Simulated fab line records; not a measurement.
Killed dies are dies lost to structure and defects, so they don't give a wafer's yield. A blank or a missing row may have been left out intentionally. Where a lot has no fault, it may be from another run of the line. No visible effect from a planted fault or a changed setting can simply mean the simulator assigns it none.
Matching of chambers | flow n5Finfet | N5_BEOL_M1_CO_CAP_55 on cvdCo-02 has 3 sister chambers
The step material Co, precursor CCTBA/H2, target thk 2 nm, time 102.1 s. 24 wafers are shown with their chamber, then 12 later ones without.

## WAFERS WITH THEIR CHAMBER
wafer  | chamber | heaterPowerOuterW (W) | heaterPowerW (W)
L075.2 | 0       | 135                   | 250
L075.5 | 1       | 124                   | 227
L075.6 | 2       | 120                   | 230
L076.1 | 2       | 116                   | 226
L076.4 | 0       | 134                   | 251
L076.6 | 1       | 122                   | 229
L078.1 | 0       | 138                   | 249
L078.2 | 1       | 122                   | 238
L078.3 | 2       | 120                   | 223
L081.1 | 2       | 118                   | 216
L081.4 | 0       | 136                   | 251
L081.5 | 2       | 117                   | 224
L083.1 | 2       | 119                   | 220
L083.4 | 1       | 122                   | 237
L083.5 | 2       | 115                   | 225
L087.1 | 0       | 136                   | 249
L087.4 | 2       | 114                   | 224
L087.6 | 1       | 123                   | 233
L086.3 | 0       | 134                   | 253
L086.4 | 1       | 125                   | 240
L086.6 | 0       | 137                   | 258
L089.2 | 0       | 138                   | 251
L089.4 | 2       | 122                   | 218
L089.6 | 1       | 121                   | 231

SIGNATURES (means of the wafers above)
reading           | chamber 0 | chamber 1 | chamber 2 | scatter within a chamber
heaterPowerOuterW | 136.00    | 122.71    | 117.89    | 2
heaterPowerW      | 251.50    | 233.57    | 222.89    | 4.09
Rule: a wafer's distance from a chamber is the root of the sum, over the readings, of the square of ((its reading less the chamber's mean) divided by the reading's scatter). The wafer belongs to the nearest chamber; if the next one is less than 2 further off, it can't be placed. The scatter is the square root of a quotient: the sum, over the shown wafers, of each reading's squared deviation from its chamber's mean, divided by wafers minus chambers.

## WAFERS WITH NO CHAMBER GIVEN
wafer  | heaterPowerOuterW (W) | heaterPowerW (W)
L092.2 | 122                   | 235
L092.4 | 121                   | 233
L092.5 | 136                   | 248
L093.2 | 125                   | 233
L093.3 | 137                   | 250
L093.5 | 118                   | 219
L095.1 | 133                   | 248
L095.3 | 127                   | 235
L095.6 | 117                   | 225
L096.2 | 118                   | 221
L096.3 | 122                   | 235
L096.5 | 116                   | 223

## WHICH CHAMBER EACH ONE RAN IN
wafer  | from the rows above | in truth
L092.2 | 1                   | 1
L092.4 | 1                   | 1
L092.5 | 0                   | 0
L093.2 | 1                   | 1
L093.3 | 0                   | 0
L093.5 | 2                   | 2
L095.1 | 0                   | 0
L095.3 | 1                   | 1
L095.6 | 2                   | 2
L096.2 | 2                   | 2
L096.3 | 1                   | 1
L096.5 | 2                   | 2
Placed correctly: 12 of 12. Not placeable from these rows: 0. Wrongly placed: 0.
